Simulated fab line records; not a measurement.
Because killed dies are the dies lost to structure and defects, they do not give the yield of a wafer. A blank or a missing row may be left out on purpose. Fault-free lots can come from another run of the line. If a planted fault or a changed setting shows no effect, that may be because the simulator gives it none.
Chamber matching | flow nand-harc | rie-diel-02 running NHARC_P_ZERO_WELL_DESCUM_39: 4 sister chambers
The step chemistry O2, time 3 s. 4 wafers are shown with their chamber, then 7 later ones without.

## WAFERS, EACH WITH ITS CHAMBER
wafer  | chamber | showerhead-plenum-p-Torr (Torr)
L855.1 | 2       | 1.78
L864.5 | 0       | 1.77
L866.3 | 3       | 1.87
L866.4 | 1       | 1.99

## WAFERS WITH NO CHAMBER GIVEN
wafer  | showerhead-plenum-p-Torr (Torr)
L866.5 | 1.87
L869.2 | 1.87
L869.5 | 1.87
L869.6 | 1.77
L872.1 | 1.76
L872.4 | 1.86
L872.5 | 1.76

## WHICH CHAMBER EACH WENT THROUGH
wafer  | from the rows above     | in truth
L866.5 | 3                       | 3
L869.2 | 3                       | 3
L869.5 | 3                       | 3
L869.6 | can't be placed: 0 or 2 | 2
L872.1 | can't be placed: 0 or 2 | 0
L872.4 | 3                       | 3
L872.5 | can't be placed: 0 or 2 | 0
4 of 7 placed correctly. These rows do not allow placing 3 (true chamber among the candidates in 3). Wrongly placed: 0.
How it was worked out, from the rows above alone: a wafer's distance from a chamber is the root of the sum, over the readings, of the square of ((its reading less the chamber's mean) divided by the reading's scatter). If the next closest chamber is less than 2 further off than the closest, the wafer can't be placed; otherwise it belongs to the closest. Each chamber's mean is taken over the wafers shown for it. The scatter (one wafer shown for each chamber): square how far every hidden wafer sits from the nearest shown wafer, average those squares and take the square root.
